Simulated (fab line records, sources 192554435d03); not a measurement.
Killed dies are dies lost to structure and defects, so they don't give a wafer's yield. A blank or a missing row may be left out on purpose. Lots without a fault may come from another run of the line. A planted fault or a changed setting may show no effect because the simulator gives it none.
A struck lot beside a sound one | flow n5_finfet | 15 steps out of a route of 1938
Sound: wafers L807.1, L807.3, L807.4. Struck: wafers L817.2, L817.3, L817.6. The cause comes at the end.
At each step with rows: each side's tool, then ch and its chambers, then its first start. Under that, the readings that differ: sound wafers | struck wafers | difference of the means | sigmas: that difference in standard deviations of wafers without a fault.
alike: readings whose means differ by less than 2 such deviations, and words and numbers that are the same on both sides. not compared: withheld readings, readings that some wafer has no value for, bounds like >300 that may hide the same value, and numbers for which the record gives no deviation and whose values overlap.
The two part at a step that has a row with sigmas, a row that says differs or no value, or rows on one side only. Numbers that don't overlap but have no deviation are shown without sigmas and don't part them. A reading that every wafer of one side lacks parts them only if that side has two wafers or more.

first, 2 steps without rows for these wafers: N5_DUMMY_GATE_PRECLEAN_00 (cleans in O3/DIW, time 60 s); N5_DUMMY_GATE_SRD_01 (time 30 s).
N5_DUMMY_GATE_ALD_02: deposits SiO2, target thk 2 nm, pulse time 1 s.
  sound on ald_sin-03 ch 1,2,3, day 2 20:07; struck on ald_sin-04 ch 2,3, day 5 07:24
  alike: chamber_pressure_Torr, heater_power_w, precursor_pulse_height_rel
then, 3 steps without rows for these wafers: N5_DUMMY_GATE_CVD_03 (deposits a-Si from SiH4, target thk 150 nm, time 8042 s); N5_DUMMY_GATE_PRECLEAN_46 (cleans in DIW, time 89.5 s); N5_DUMMY_GATE_SRD_47 (dry time 32 s).
N5_DUMMY_GATE_CMP_04: polishes a-Si.
  sound on cmp-02 ch 0,1,3, day 2 23:58; struck on cmp-04 ch 0,1,2, day 5 11:16
  alike: motor_current_A, slurry_flow_ml_min, time_to_endpoint_s
N5_DUMMY_GATE_THK_MEAS_05:
  sound on film_metro-02, day 3 00:13; struck on film_metro-01, day 5 11:29
  alike: thk_nm
then, 4 steps without rows for these wafers: N5_DUMMY_GATE_HM_DEP_06 (deposits SiNx from DCS/NH3, target thk 80 nm, time 5141 s); N5_DUMMY_GATE_PECVD_30 (deposits SiO2 from TEOS/O2, target thk 55 nm, time 10.8 s); N5_DUMMY_GATE_COAT_34 (time 60 s, resist thk 60 nm); N5_DUMMY_GATE_COAT_35 (time 60 s, resist thk 10 nm).
N5_DUMMY_GATE_COAT_28: time 60 s, resist thk 10 nm.
  sound on litho_track-05 ch 0, day 3 04:15; struck on litho_track-02 ch 0, day 5 15:31
  reading                  | sound                | struck               | difference | sigmas
  heater_power_total_W (W) | 392.4 391.5 392.7    | 399.0 399.8 403.1    | +8.4       | +6
  plate_temp_C (C)         | 205.36 205.14 205.11 | 209.07 209.01 208.90 | +3.79      | +24
then, 1 step without rows for these wafers: N5_DUMMY_GATE_COAT_09 (resist thk 30 nm).
-- the record jumps here: 9 days lie between the struck wafers' starts before and after (it left off in module DUMMY_GATE and takes up again in module PASSIVATION, whose first step shown is number 1936 of the route) --
N5_PASSIVATION_PROBE_49:
  sound on prober-01, day 12 22:47; struck on prober-01, day 15 03:17
  reading            | sound    | struck   | difference | sigmas
  killed_at_M0_to_M3 | 64 61 29 | 34 32 18 | -23        | -2
  alike: defect_limited_yield, killed_at_M4_up, killed_at_contacts, killed_at_front_end, killed_at_other, killed_dies, killed_open, killed_short, sort_bin_5_function, sort_bin_6_memory, sort_n_pass, sort_yield_pct

WHERE THEY PART
First at N5_DUMMY_GATE_COAT_28; last, within this record, at N5_PASSIVATION_PROBE_49.

WHY: what the simulator had put in
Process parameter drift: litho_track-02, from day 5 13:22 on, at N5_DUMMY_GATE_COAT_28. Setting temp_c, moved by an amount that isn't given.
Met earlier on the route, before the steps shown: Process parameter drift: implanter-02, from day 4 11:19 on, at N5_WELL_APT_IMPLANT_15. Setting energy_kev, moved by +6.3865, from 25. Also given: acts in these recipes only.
